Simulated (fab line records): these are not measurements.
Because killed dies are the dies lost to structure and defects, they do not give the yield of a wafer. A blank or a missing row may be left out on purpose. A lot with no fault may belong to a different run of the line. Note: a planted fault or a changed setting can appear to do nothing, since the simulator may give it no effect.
A struck lot beside a sound one :: flow nand harc :: 20 steps out of a route of 1159
Sound: the wafers L257.2, L257.3, L257.5. Struck: wafers L267.3, L267.5, L267.6. The cause is given at the end.
At each step with rows: each side's tool, then ch and its chambers, then its first start. Under that, the readings that differ: sound wafers :: struck wafers :: difference of the means :: sigmas: that difference in standard deviations of wafers without a fault.
alike: readings whose means differ by less than 2 such deviations, and words and numbers that are the same on both sides. not compared: withheld readings, readings that some wafer has no value for, bounds like >300 that may hide the same value, and numbers for which the record gives no deviation and whose values overlap.
The two part at a step that has a row with sigmas, a row that says differs or no value, or rows on one side only. Numbers that have no deviation but don't overlap get no sigmas and don't part them. A reading that every wafer of one side lacks parts them only if that side has two wafers or more.

NHARC_P_ZERO_WELL_CD_MEAS_11: target cd 500 nm.
  sound on cd sem-03 ch 0, day 2 01:07; struck on cd sem-02 ch 0, day 4 13:15
  alike: cd nm
then, 1 step without rows for these wafers: NHARC_P_ZERO_WELL_HARDBAKE_12 (time 65 s).
NHARC_P_ZERO_WELL_DESCUM_13: chemistry O2, time 3 s.
  sound on rie diel-04 ch 2,3, day 2 01:17; struck on rie diel-03 ch 0,1,2, day 4 13:26
  alike: drypump motor current A, oes product au, rf vpp V, showerhead plenum p Torr, throttle valve pct
  not compared: rf hours counter h
NHARC_P_ZERO_WELL_ETCH_65: etches the open film in N2/H2, target depth 80 nm, overetch 24 nm, time 87.88 s.
  sound on rie diel-04 ch 1,2,3, day 2 01:22; struck on rie diel-03 ch 0,1, day 4 13:29
  alike: drypump motor current A, oes product au, rf vpp V, showerhead plenum p Torr, throttle valve pct
  not compared: rf hours counter h
NHARC_P_ZERO_WELL_ETCH_62: etches the open film in CHF3/Ar, target depth 13 nm, time 6.5 s.
  sound: rie diel-04 ch 1,2,3; struck: rie diel-03 ch 0,3
reading: throttle valve pct (%)
sound: 20.218 20.208 20.208
struck: 20.229 20.233 20.233
difference: +0.020
sigmas: +2
  alike: drypump motor current A, oes product au, rf vpp V, showerhead plenum p Torr
  not compared: rf hours counter h
NHARC_P_ZERO_WELL_ETCH_63: etches the open film in HBr/Cl2, target depth 120 nm, time 40.1 s.
  sound on rie si-05 ch 0,1,2, day 2 01:33; struck on rie si-04 ch 0,3, day 4 13:40
  alike: drypump motor current A, mfc cl2 sccm, oes product au, throttle valve pct
  not compared: rf hours counter h
then, 6 steps without rows for these wafers: NHARC_P_ZERO_WELL_STRIP_15 (strips in SPM, time 900 s); NHARC_P_ZERO_WELL_DEHYDRATE_16 (time 120 s); NHARC_P_ZERO_WELL_HMDS_17 (time 30 s); NHARC_P_ZERO_WELL_COAT_18; NHARC_P_ZERO_WELL_SOFTBAKE_19 (time 95 s); NHARC_P_ZERO_WELL_EBR_20.
NHARC_P_ZERO_WELL_EXPOSE_21: exposes mask P NWELL, target cd 720 nm.
  sound on krf scanner-03 ch 0, day 2 02:11; struck on krf scanner-03 ch 0, day 4 14:27
reading: exposure dose mJ cm2
sound: 22.339 22.349 22.304
struck: 28.625 28.664 28.655
difference: +6.317
sigmas: +99 or more
  alike: mask, focus offset nm
then, 2 steps without rows for these wafers: NHARC_P_ZERO_WELL_PEB_22 (peb time 85 s); NHARC_P_ZERO_WELL_DEVELOP_23 (time 70 s).
NHARC_P_ZERO_WELL_CD_MEAS_24: target cd 720 nm.
  sound on cd sem-01 ch 0, day 2 02:20; struck on cd sem-01 ch 0, day 4 14:36
reading: cd nm (nm)
sound: 720.6 721.7 718.0
struck: 764.2 764.8 764.6
difference: +44.4
sigmas: +30
then, 1 step without rows for these wafers: NHARC_P_ZERO_WELL_HARDBAKE_25 (time 80 s).
NHARC_P_ZERO_WELL_DESCUM_26: chemistry O2, time 3 s.
  sound on rie diel-03 ch 0,1,2, day 2 02:31; struck on rie diel-04 ch 0,3, day 4 14:47
reading: model.P_ZERO_WELL.cd nm (nm)
sound: 720.9 721.9 718.3
struck: 763.7 764.6 764.7
difference: +44.0
sigmas: 
  alike: drypump motor current A, oes product au, rf vpp V, showerhead plenum p Torr, throttle valve pct
  not compared: rf hours counter h
then, 2 steps without rows for these wafers: NHARC_P_ZERO_WELL_IMPLANT_27; NHARC_END_SORT_01.

## WHERE THEY PART
First at NHARC_P_ZERO_WELL_ETCH_62; last, within this record, at NHARC_P_ZERO_WELL_CD_MEAS_24. Later steps at which nothing parts them and some readings are alike: NHARC_P_ZERO_WELL_DESCUM_26.

WHY: what had been put in by the simulator
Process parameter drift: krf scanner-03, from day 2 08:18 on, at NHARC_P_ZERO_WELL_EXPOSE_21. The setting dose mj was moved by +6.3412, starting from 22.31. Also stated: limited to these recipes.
